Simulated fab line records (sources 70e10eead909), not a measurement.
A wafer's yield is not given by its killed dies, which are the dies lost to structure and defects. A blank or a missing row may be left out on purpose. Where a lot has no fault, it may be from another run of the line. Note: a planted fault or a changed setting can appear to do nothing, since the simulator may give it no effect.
Chamber matching    flow nand-harc    rie-diel-07 running NHARC_A_SLIT_ETCH_29: 4 sister chambers
The step etches the open film in CF4/O2, target depth 100 nm, overetch 10 nm, time 55 s. 14 wafers are shown with their chamber, then 7 later ones without.

WAFERS WITH THEIR CHAMBER
wafer   chamber  rf-vpp-V (V)  oes-product-au (a.u.)  throttle-valve-pct (%)
L433.3  2        200.0         1.000                  13.403
L433.4  1        198.5         0.996                  13.402
L433.5  1        198.4         0.994                  13.389
L438.1  1        199.5         1.000                  13.394
L438.4  3        199.5         0.997                  13.408
L438.5  0        197.3         1.004                  13.410
L439.2  0        197.0         0.993                  13.394
L439.3  2        198.9         1.002                  13.401
L439.6  2        198.2         0.999                  13.427
L447.1  0        198.9         0.991                  13.402
L447.3  3        199.6         1.000                  13.390
L447.6  2        199.0         1.009                  13.397
L452.2  0        197.6         1.006                  13.392
L452.3  1        198.6         0.995                  13.410

SIGNATURES (means of the wafers above)
reading             chamber 0  chamber 1  chamber 2  chamber 3  scatter within a chamber
rf-vpp-V            197.700    198.750    199.025    199.550    0.672
oes-product-au      0.99850    0.99625    1.00250    0.99850    0.00509
throttle-valve-pct  13.39950   13.39875   13.40700   13.39900   0.0108
Rule: a wafer's distance from a chamber is the root of the sum, over the readings, of the square of ((its reading less the chamber's mean) divided by the reading's scatter). If the next closest chamber is less than 2 further off than the closest, the wafer can't be placed; otherwise it belongs to the closest. The scatter: take each reading less its chamber's mean, square it, sum over the shown wafers, divide by the number of wafers less the number of chambers, and take the root.

WAFERS WHOSE CHAMBER IS MISSING
wafer   rf-vpp-V (V)  oes-product-au (a.u.)  throttle-valve-pct (%)
L452.6  198.8         1.000                  13.399
L454.1  200.5         0.996                  13.396
L454.2  200.1         1.000                  13.384
L454.3  198.1         1.007                  13.414
L455.1  199.8         1.003                  13.410
L455.5  197.8         1.004                  13.396
L455.6  197.5         1.008                  13.383

EACH ONE'S CHAMBER
wafer   from the rows above                in truth
L452.6  can't be placed: 1 or 2 or 3 or 0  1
L454.1  can't be placed: 3 or 1 or 2       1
L454.2  can't be placed: 3 or 1 or 2       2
L454.3  can't be placed: 2 or 0 or 1 or 3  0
L455.1  can't be placed: 2 or 3 or 1       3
L455.5  can't be placed: 0 or 1 or 2 or 3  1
L455.6  can't be placed: 0 or 1 or 2 or 3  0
Placed correctly: 0 of 7. Not placeable from these rows: 7 (in 7, the candidates include the true chamber). Number placed wrongly: 0.
